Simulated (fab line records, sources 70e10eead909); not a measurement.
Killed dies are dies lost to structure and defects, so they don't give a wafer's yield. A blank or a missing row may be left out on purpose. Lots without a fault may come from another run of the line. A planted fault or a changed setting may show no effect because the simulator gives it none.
fab line records | flow nand_harc
record lots=6 wafers=18 last_day=33
route steps=1302 shown A_CONTACT@997
lots that met no fault: from a run of the same line without faults
start_h: hours from the record's first day to the start of the lot's first wafer shown | wait_h: hours since the lot's step before | " the same as in the row above | L1.1+2: a row that stands for several wafers | - no value, or no start given | * or withheld: withheld | < > ~ a bound
route shown NAME@n: a module of which the file shows steps, and the number in the route of the first | usual: mean/standard deviation of fault-free wafers | same: alike in all rows | chamber/n: place in a boat | sites: the reading at each site | _std_site: their standard deviation | _edge_site: outer sites' mean less inner sites' | radius_mm: how far each site lies from the wafer's centre | mask NAME#n: copy n | behind: the tool/chamber that last shaped the wafer | hold: why the lot was held/for how many hours/how that ended | device: the transistor (n, p or np) that didn't switch | end of line: the same wafers' tests at the end of the route | a step without rows: its recipe alone | killed: dies lost to structure and defects at the first sort, not the wafer's yield | map: a wafer's dies, x killed, . not, _ none there
set.NAME: the setting as run; set.NAME@STEP: as run at that earlier step | model.NAME: the simulator's own value behind a step, which no gauge read
lots at some steps of the route; a table a step, a row a wafer
services: from which hour (start_h, from the record's first day; less than 0 if before it) a tool's chamber was out of use, for how many hours, and why
## steps
# step NHARC_A_CONTACT_CD_MEAS_42
# recipe target_cd_nm=300 landing_energy_ev=500
# usual cd_nm=300.0/0.45
# columns lot.wafer tool chamber start_h wait_h cd_nm
L804.3 cd_sem-01 0 506.76 - 299.8
L804.5 " 0 " " 298.8
L804.6 " 0 " " 299.3
L807.2 cd_sem-02 0 553.78 - 299.4
L807.3 " 0 " " 299.9
L807.5 " 0 " " 299.8
L809.2 cd_sem-02 0 598.91 - 300.1
L809.3 " 0 " " 300.6
L809.6 " 0 " " 300.4
L810.3 cd_sem-01 0 605.28 - 299.9
L810.4 " 0 " " 299.9
L810.6 " 0 " " 299.4
L812.3 cd_sem-02 0 614.69 - 300.2
L812.4 " 0 " " 299.9
L812.6 " 0 " " 299.4
L823.1 cd_sem-02 0 707.45 - 300.6
L823.3 " 0 " " 300.5
L823.5 " 0 " " 300.3
# step NHARC_A_CONTACT_OVL_MEAS_43
# usual overlay_x_nm=-0.2/0.83 overlay_y_nm=0.4/0.74
# columns lot.wafer tool chamber start_h wait_h overlay_x_nm overlay_y_nm
L804.3 overlay-02 - 506.85 - -0.8 0.9
L804.5 " - " " -0.4 0.4
L804.6 " - " " -0.3 0.8
L807.2 overlay-01 - 553.86 - -0.5 0.5
L807.3 " - " " -0.2 0.7
L807.5 " - " " -0.7 0.6
L809.2 overlay-02 - 599.00 - -0.1 -0.2
L809.3 " - " " 0.6 -0.7
L809.6 " - " " 0.3 -0.6
L810.3 overlay-02 - 605.37 - -1.6 0.8
L810.4 " - " " -1.5 0.3
L810.6 " - " " -1.5 0.7
L812.3 overlay-02 - 614.78 - 0.2 1.4
L812.4 " - " " 0.6 1.6
L812.6 " - " " 0.7 1.7
L823.1 overlay-01 - 707.54 - 0.2 0.0
L823.3 " - " " 0.5 -0.2
L823.5 " - " " 0.6 0.1
# step NHARC_A_CONTACT_INSPECT_44
# usual raw_defect_count=77/35
# columns lot.wafer tool chamber start_h wait_h raw_defect_count
L804.3 defect_inspect-02 - 506.88 0.0 77
L804.5 " - " " 95
L804.6 " - " " 100
L807.2 defect_inspect-02 - 553.90 0.0 79
L807.3 " - " " 62
L807.5 " - " " 73
L809.2 defect_inspect-02 - 599.04 0.0 107
L809.3 " - " " 106
L809.6 " - " " 149
L810.3 defect_inspect-02 - 605.40 0.0 108
L810.4 " - " " 95
L810.6 " - " " 105
L812.3 defect_inspect-01 - 614.81 0.0 82
L812.4 " - " " 79
L812.6 " - " " 88
L823.1 defect_inspect-02 - 707.58 0.0 96
L823.3 " - " " 68
L823.5 " - " " 86
# step NHARC_A_CONTACT_DESCUM_47
# recipe time_s=3 o2_flow_sccm=200 ar_flow_sccm=0 bias_power_w=0 chemistry=O2
# step NHARC_A_CONTACT_ETCH_48
# recipe target_depth_a=390 over_etch_frac=0.3 time_s=65 ion_energy_ev=80 cf4_flow_sccm=150 ar_flow_sccm=0 rf_w=300 bias_w=100 chemistry=CF4
# usual bias_w=100.01/0.29 cf4_flow_sccm=149.9/0.46 drypump_motor_current_A=5.6/0.44 oes_product_au=0.996/0.0079 rf_vpp_V=151.0/1.2 showerhead_plenum_p_Torr=1.75/0.071 throttle_valve_pct=13.284/0.0097
# columns lot.wafer tool chamber start_h wait_h bias_w cf4_flow_sccm drypump_motor_current_A oes_product_au rf_hours_counter_h rf_vpp_V showerhead_plenum_p_Torr throttle_valve_pct
L804.3 rie_diel-08 3 507.06 0.1 100.09 149.8 5.5 0.988 40 148.3 1.66 13.276
L804.5 " 0 " " 99.85 150.3 5.6 0.995 - 150.5 1.70 13.288
L804.6 " 3 " " 99.91 150.1 5.4 1.000 - 150.9 1.66 13.302
L807.3 rie_diel-01 0 554.14 0.1 100.47 150.0 5.0 0.993 27 152.1 1.76 13.288
L807.2 " 1 " " 99.72 150.3 6.4 1.001 24 149.2 1.77 13.272
L807.5 " 3 " " 100.42 150.7 5.4 0.993 - 151.9 1.73 13.280
L809.2 rie_diel-01 3 599.23 0.1 99.88 150.3 5.4 1.002 2 152.1 1.73 13.286
L809.3 " 1 " " 100.27 149.7 6.4 1.005 - 151.8 1.77 13.287
L809.6 " 1 " " 99.77 149.8 6.4 1.016 - 151.8 1.77 13.290
L810.3 rie_diel-08 1 605.55 0.1 100.14 150.1 6.2 1.000 19 152.1 1.90 13.274
L810.4 " 0 " " 100.12 149.6 5.6 0.992 20 150.2 1.70 13.296
L810.6 " 2 " " 99.98 150.3 6.1 0.986 - 152.4 1.90 13.292
L812.3 rie_diel-08 0 614.97 0.1 100.11 150.4 5.6 1.007 21 150.3 1.70 13.285
L812.4 " 1 " " 100.08 150.1 6.2 0.990 21 154.0 1.90 13.291
L812.6 " 3 " " 100.25 148.9 5.4 0.989 - 149.6 1.65 13.296
L823.1 rie_diel-01 2 707.72 0.1 99.67 149.8 5.7 1.009 7 152.2 1.70 13.280
L823.3 " 3 " " 99.75 150.8 5.4 0.994 23 150.4 1.72 13.280
L823.5 " 3 " " 100.36 150.4 5.4 1.003 - 150.4 1.72 13.291
# step NHARC_A_CONTACT_ETCH_49
# recipe target_depth_a=2600 over_etch_frac=0.3 time_s=475.3 ion_energy_ev=200 n2_flow_sccm=150 h2_flow_sccm=150 ar_flow_sccm=0 rf_w=400 bias_w=150 chemistry=N2/H2
# step NHARC_A_CONTACT_ETCH_50
# recipe target_depth_a=1210 time_s=60.5 cf4_flow_sccm=100 chf3_flow_sccm=30 ar_flow_sccm=0 rf_w=500 bias_w=200 chemistry=CF4/CHF3
# usual bias_w=200.0/0.59 cf4_flow_sccm=99.99/0.28 drypump_motor_current_A=5.6/0.44 oes_product_au=0.947/0.019 rf_vpp_V=370.1/2.3 showerhead_plenum_p_Torr=1.56/0.064 throttle_valve_pct=16.801/0.0087
# columns lot.wafer tool chamber start_h wait_h bias_w cf4_flow_sccm drypump_motor_current_A oes_product_au rf_hours_counter_h rf_vpp_V showerhead_plenum_p_Torr throttle_valve_pct
L804.3 rie_diel-08 3 - - 198.9 100.06 5.4 0.916 41 367.8 1.48 16.795
L804.5 " 1 " " 200.2 99.92 6.2 0.925 - 366.8 1.46 16.792
L804.6 " 0 " " 200.9 100.05 5.6 0.917 - 368.9 1.52 16.800
L807.3 rie_diel-01 3 - - 199.3 99.87 5.4 0.952 32 369.5 1.54 16.797
L807.2 " 0 " " 200.6 99.75 5.0 0.934 27 370.4 1.56 16.813
L807.5 " 0 " " 200.4 100.02 5.0 0.923 - 369.0 1.56 16.799
L809.2 rie_diel-01 3 599.93 0.4 199.9 100.43 5.4 0.955 3 370.3 1.54 16.822
L809.3 " 3 " " 199.6 100.22 5.4 0.950 - 369.8 1.54 16.797
L809.6 " 1 " " 199.7 100.17 6.4 0.959 - 371.0 1.58 16.794
L810.3 rie_diel-08 0 - - 200.0 99.98 5.6 0.977 20 370.6 1.51 16.791
L810.4 " 3 " " 200.3 99.85 5.4 0.967 20 367.6 1.47 16.797
L810.6 " 0 " " 199.4 99.91 5.6 0.968 - 369.5 1.51 16.806
L812.4 rie_diel-08 3 - - 199.7 99.75 5.4 0.939 21 366.5 1.47 16.803
L812.3 " 0 " " 201.2 99.56 5.6 0.944 22 369.2 1.51 16.791
L812.6 " 3 " " 199.3 99.92 5.4 0.940 - 366.5 1.47 16.810
L823.3 rie_diel-01 3 - - 199.3 99.90 5.4 0.973 23 370.6 1.53 16.801
L823.1 " 1 " " 201.0 99.69 6.3 0.969 24 370.4 1.57 16.802
L823.5 " 2 " " 200.9 100.48 5.7 0.963 - 367.8 1.51 16.820
# step NHARC_A_CONTACT_ETCH_51
# recipe target_depth_a=70000 over_etch_frac=0.3 time_s=1820 ion_energy_ev=150 o2_flow_sccm=400 cos_flow_sccm=20 ar_flow_sccm=0 rf_w=500 bias_w=300 chemistry=O2/COS
# usual bias_w=300.0/0.94 chamber_pressure_mTorr=20.000/0.019 drypump_motor_current_A=5.6/0.46 oes_product_au=0.996/0.0087 rf_vpp_V=313.9/2 showerhead_plenum_p_Torr=3.10/0.13 throttle_valve_pct=28.331/0.0091
# columns lot.wafer tool chamber start_h wait_h bias_w chamber_pressure_mTorr drypump_motor_current_A oes_product_au rf_hours_counter_h rf_vpp_V showerhead_plenum_p_Torr throttle_valve_pct
L804.3 rie_diel-08 0 - - 299.9 19.990 5.6 0.993 45 312.3 3.01 28.350
L804.5 " 1 " " 301.3 20.018 6.2 1.005 - 310.4 2.90 28.335
L804.6 " 3 " " 299.9 20.016 5.4 0.995 - 309.9 2.93 28.306
L807.2 rie_diel-01 1 - - 299.9 19.984 6.4 1.005 24 314.2 3.13 28.336
L807.3 " 2 " " 299.3 20.012 5.7 0.991 31 311.7 3.01 28.334
L807.5 " 0 " " 300.7 19.998 5.0 0.993 - 313.0 3.10 28.350
L809.2 rie_diel-01 3 600.29 0.4 301.0 20.014 5.4 0.995 3 312.6 3.05 28.329
L809.3 " 3 " " 299.5 19.972 5.4 0.996 - 313.1 3.05 28.335
L809.6 " 3 " " 300.9 19.984 5.4 0.994 - 313.6 3.05 28.344
L810.4 rie_diel-08 2 - - 300.5 20.003 6.1 0.998 14 318.0 3.37 28.321
L810.3 " 3 " " 299.3 20.017 5.4 0.992 20 312.1 2.91 28.326
L810.6 " 1 " " 297.8 19.985 6.2 0.992 - 317.2 3.36 28.332
L812.3 rie_diel-08 2 - - 300.0 19.997 6.1 0.991 15 317.9 3.37 28.329
L812.4 " 1 " " 299.2 20.023 6.2 0.995 21 318.7 3.36 28.329
L812.6 " 2 " " 300.4 20.016 6.1 0.988 - 316.7 3.37 28.320
L823.1 rie_diel-01 1 - - 300.0 20.020 6.4 1.011 24 314.8 3.12 28.335
L823.3 " 0 " " 298.1 20.022 5.0 0.996 22 312.8 3.09 28.331
L823.5 " 1 " " 300.3 20.013 6.4 1.004 - 314.6 3.12 28.334
# step NHARC_A_CONTACT_ETCH_111
# recipe source_w=withheld pressure_mtorr=20 bias_v=withheld time_s=140 target_depth_a=7000 ar_flow_sccm=withheld c4f8_flow_sccm=withheld o2_flow_sccm=withheld chemistry=C4F8/O2/Ar
# step NHARC_A_CONTACT_ETCH_112
# recipe source_w=withheld pressure_mtorr=20 bias_v=3000 time_s=190 target_depth_a=18500 ar_flow_sccm=withheld c4f8_flow_sccm=withheld o2_flow_sccm=withheld chemistry=C4F8/O2/Ar
# step NHARC_A_CONTACT_ETCH_113
# recipe source_w=withheld pressure_mtorr=20 bias_v=3000 time_s=190 target_depth_a=18500 ar_flow_sccm=withheld c4f8_flow_sccm=withheld o2_flow_sccm=withheld chemistry=C4F8/O2/Ar
# step NHARC_A_CONTACT_ETCH_114
# recipe source_w=withheld pressure_mtorr=20 bias_v=3000 time_s=190 target_depth_a=18500 ar_flow_sccm=withheld c4f8_flow_sccm=withheld o2_flow_sccm=withheld chemistry=C4F8/O2/Ar
# usual chamber_pressure_mTorr=20.000/0.02 oes_air_line_au=1.004/0.022
# columns lot.wafer tool chamber start_h wait_h chamber_pressure_mTorr oes_air_line_au rf_hours_counter_h
L804.3 har_cap_etch-02 1 509.73 0.1 20.002 1.000 -
L804.5 " 1 " " 20.010 1.002 -
L804.6 " 0 " " 20.000 1.001 -
L807.2 har_cap_etch-03 0 556.41 0.1 20.026 0.969 55
L807.3 " 1 " " 19.995 1.003 -
L807.5 " 1 " " 19.985 1.015 -
L809.2 har_cap_etch-02 0 602.57 0.1 20.007 1.043 95
L809.3 " 0 " " 19.926 1.035 -
L809.6 " 0 " " 20.000 1.042 -
L810.3 har_cap_etch-01 1 607.89 0.1 20.010 1.043 -
L810.4 " 0 " " 19.993 1.004 -
L810.6 " 0 " " 19.981 0.988 -
L812.3 har_cap_etch-03 0 617.32 0.1 20.000 0.984 -
L812.4 " 1 " " 19.995 1.034 -
L812.6 " 1 " " 19.995 1.038 -
L823.1 har_cap_etch-03 1 710.03 0.1 20.009 1.021 82
L823.3 " 1 " " 20.018 1.033 -
L823.5 " 1 " " 19.971 1.031 -
# step NHARC_A_CONTACT_ETCH_115
# recipe source_w=withheld pressure_mtorr=20 bias_v=3000 time_s=190 target_depth_a=18500 ar_flow_sccm=withheld c4f8_flow_sccm=withheld o2_flow_sccm=withheld chemistry=C4F8/O2/Ar
# usual chamber_pressure_mTorr=20.000/0.02 oes_air_line_au=1.000/0.021
# columns lot.wafer tool chamber start_h wait_h chamber_pressure_mTorr oes_air_line_au rf_hours_counter_h
L804.3 har_cap_etch-02 1 509.91 0.1 19.995 0.980 -
L804.5 " 1 " " 20.006 1.019 -
L804.6 " 0 " " 19.996 0.994 -
L807.2 har_cap_etch-03 0 556.58 0.1 20.002 1.006 55
L807.3 " 1 " " 20.000 1.019 -
L807.5 " 1 " " 19.979 0.992 -
L809.2 har_cap_etch-02 0 602.74 0.1 - - -
L809.3 " 0 " " - - -
L809.6 " 0 " " - - -
L810.3 har_cap_etch-01 1 608.06 0.1 - - -
L810.4 " 0 " " - - -
L810.6 " 0 " " - - -
L812.3 har_cap_etch-03 0 617.49 0.1 19.979 1.016 -
L812.4 " 1 " " 20.011 1.000 -
L812.6 " 1 " " 20.016 0.994 -
L823.1 har_cap_etch-03 1 710.20 0.1 19.999 1.036 82
L823.3 " 1 " " 19.969 1.025 -
L823.5 " 1 " " 19.984 1.005 -
# step NHARC_A_CONTACT_ETCH_116
# recipe source_w=withheld pressure_mtorr=20 bias_v=3000 time_s=190 target_depth_a=18500 ar_flow_sccm=withheld c4f8_flow_sccm=withheld o2_flow_sccm=withheld chemistry=C4F8/O2/Ar
# usual chamber_pressure_mTorr=20.003/0.017 oes_air_line_au=1.004/0.02
# columns lot.wafer tool chamber start_h wait_h chamber_pressure_mTorr oes_air_line_au rf_hours_counter_h
L804.3 har_cap_etch-02 1 510.08 0.1 20.009 0.986 -
L804.5 " 1 " " 20.025 0.990 -
L804.6 " 0 " " 20.000 1.009 -
L807.2 har_cap_etch-03 0 556.76 0.1 19.996 1.006 56
L807.3 " 1 " " 20.013 1.037 -
L807.5 " 1 " " 19.982 1.020 -
L809.2 har_cap_etch-02 0 602.91 0.1 20.019 0.981 95
L809.3 " 0 " " 20.021 0.983 -
L809.6 " 0 " " 19.992 0.969 -
L810.3 har_cap_etch-01 1 608.23 0.1 19.986 1.012 -
L810.4 " 0 " " 20.001 1.026 -
L810.6 " 0 " " 20.011 1.014 -
L812.3 har_cap_etch-03 0 617.66 0.1 20.008 1.036 -
L812.4 " 1 " " 20.003 1.020 -
L812.6 " 1 " " 20.013 0.981 -
L823.1 har_cap_etch-03 1 710.37 0.1 19.984 1.006 82
L823.3 " 1 " " 20.022 0.972 -
L823.5 " 1 " " 20.008 1.005 -
## services
# columns tool chamber start_h hours kind
rie_diel-01 0 488.38 - clean
rie_diel-01 1 488.38 - clean
rie_diel-01 2 488.38 - clean
rie_diel-01 3 488.38 - clean
har_cap_etch-01 - 497.00 17.0 pm
rie_diel-08 2 499.32 11.7 repair
rie_diel-08 0 504.31 - clean
rie_diel-08 1 504.31 - clean
rie_diel-08 3 504.31 - clean
rie_diel-01 0 513.21 - clean
rie_diel-01 1 513.21 - clean
rie_diel-01 2 513.21 - clean
rie_diel-01 3 513.21 - clean
har_cap_etch-01 - 521.48 0.5 repair
rie_diel-08 0 528.81 - clean
rie_diel-08 1 528.81 - clean
rie_diel-08 2 528.81 - clean
rie_diel-08 3 528.81 - clean
rie_diel-08 - 549.77 9.0 pm
rie_diel-01 - 558.38 9.0 pm
rie_diel-01 2 582.28 79.9 repair
rie_diel-01 0 588.77 4.8 repair
har_cap_etch-01 - 619.31 0.4 repair
rie_diel-01 - 650.49 0.4 repair
## key
first_sign step=NHARC_A_CONTACT_ETCH_115 reading=tool_record direction=missing
effect none on later readings
met_at NHARC_A_CONTACT_ETCH_115
struck_wafers L809.2,L809.3,L809.6,L810.3,L810.4,L810.6
later_rows_left_out L809.2,L809.3,L809.6,L810.3,L810.4,L810.6
sort_left_out L809.2,L809.3,L809.6,L810.3,L810.4,L810.6
tester_left_out L809,L810
onset_between 509.91 602.74
fault kind=skipped_step_whole tool=har_cap_etch-01,har_cap_etch-02 chamber=- onset_h=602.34 steps=NHARC_A_CONTACT_ETCH_115 scope=struck_lots_only
# tester_left_out: of these lots the tester's yield and bins aren't shown, on N5 and GAA mostly nor the transistor test; their killed dies are dies lost to structure and defects alone, not to doping, threshold or leakage, so they don't give the yield
# sort_left_out: the simulated sort isn't trusted on such a fault, so these wafers' sort isn't shown, and their yield isn't known
# later_rows_left_out: the simulator's readings of these wafers behind a module that went badly wrong aren't trusted and aren't shown, but for the sort
